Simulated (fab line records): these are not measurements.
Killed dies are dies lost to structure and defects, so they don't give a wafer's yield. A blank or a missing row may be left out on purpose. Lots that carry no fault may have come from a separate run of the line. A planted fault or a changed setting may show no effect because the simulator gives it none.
A lot that was struck, set against a sound lot -- flow nand_harc -- 14 steps out of a route of 1302
Sound: wafers L320.1, L320.4, L320.6. Struck: wafer L313.1. The cause comes at the end.
At each step with rows: each side's tool, then ch and its chambers, then its first start. Under that, the readings that differ: sound wafers -- struck wafers -- difference of the means -- sigmas: that difference in standard deviations of wafers without a fault.
alike: words and numbers the same on both sides, and readings whose means are apart by under 2 such deviations; not compared: readings that were withheld, readings missing a value for some wafer, numbers with overlapping values and no deviation given by the record, and bounds like >300 which may hide the same value.
Wherever a step has rows on one side only, a row that says differs or no value, or a row with sigmas, the two part there. Non-overlapping numbers with no deviation appear without sigmas and do not part them. Lack of a reading on every wafer of one side parts them only where that side has two or more wafers.

first, 1 step without rows for these wafers: NHARC_A_STAIRCASE_TRIM_220 (chemistry O2, time 211.2 s).
NHARC_A_STAIRCASE_ETCH_221: etches the open film in C4F8/O2, target depth 100 nm, time 40.5 s.
  sound: rie_diel-03 ch 2,3; struck: rie_diel-09 ch 0
reading,sound,struck,difference,sigmas
oes_product_au (a.u.),0.937 0.954 0.945,0.899,-0.046,-3
  alike: rf_vpp_V, run_length_s
  not compared: rf_hours_counter_h
NHARC_A_STAIRCASE_TRIM_222: chemistry O2, time 211.2 s.
  sound: rie_diel-03 ch 0,1,3; struck: rie_diel-09 ch 1
  alike: drypump_motor_current_A, oes_product_au, rf_vpp_V, showerhead_plenum_p_Torr, throttle_valve_pct
  not compared: rf_hours_counter_h
then, 1 step without rows for these wafers: NHARC_A_STAIRCASE_ETCH_223 (etches the open film in C4F8/O2, target depth 100 nm, time 40.5 s).
NHARC_A_STAIRCASE_TRIM_224: chemistry O2, time 211.2 s.
  sound: rie_diel-03 ch 0,2; struck: rie_diel-09 ch 2
  alike: drypump_motor_current_A, oes_product_au, rf_vpp_V, showerhead_plenum_p_Torr, throttle_valve_pct
  not compared: rf_hours_counter_h
then, 3 steps without rows for these wafers: NHARC_A_STAIRCASE_ETCH_225 (etches the open film in C4F8/O2, target depth 100 nm, time 40.5 s); NHARC_A_STAIRCASE_TRIM_226 (chemistry O2, time 211.2 s); NHARC_A_STAIRCASE_ETCH_227 (etches the open film in C4F8/O2, target depth 100 nm, time 40.5 s).
NHARC_A_STAIRCASE_TRIM_229: chemistry O2, time 211.2 s.
  sound on rie_diel-03 ch 0,2, day 23 22:59; struck on rie_diel-09 ch 2, day 20 12:13
  alike: drypump_motor_current_A, oes_product_au, rf_vpp_V, showerhead_plenum_p_Torr, throttle_valve_pct
  not compared: rf_hours_counter_h
NHARC_A_STAIRCASE_ETCH_230: etches the open film in C4F8/O2, target depth 100 nm, time 40.5 s.
  sound: rie_diel-03 ch 0,3; struck: rie_diel-09 ch 0
  alike: oes_product_au, rf_vpp_V, run_length_s
  not compared: rf_hours_counter_h
then, 1 step without rows for these wafers: NHARC_A_STAIRCASE_TRIM_231 (chemistry O2, time 211.2 s).
NHARC_A_STAIRCASE_ETCH_232: etches the open film in C4F8/O2, target depth 100 nm, time 40.5 s.
  sound on rie_diel-03 ch 0,2,3, day 23 23:32; struck on rie_diel-09 ch 0, day 20 12:36
reading,sound,struck,difference,sigmas
run_length_s (s),61.9 62.0 62.5,48.8,-13.3,-29
  alike: oes_product_au, rf_vpp_V
  not compared: rf_hours_counter_h
then, 2 steps without rows for these wafers: NHARC_A_STAIRCASE_TRIM_233 (chemistry O2, time 211.2 s); NHARC_END_SORT_01.

WHERE THEY PART
Last at NHARC_A_STAIRCASE_ETCH_232 as far as this record goes, first at NHARC_A_STAIRCASE_ETCH_221.

WHY: whatever the simulator had introduced
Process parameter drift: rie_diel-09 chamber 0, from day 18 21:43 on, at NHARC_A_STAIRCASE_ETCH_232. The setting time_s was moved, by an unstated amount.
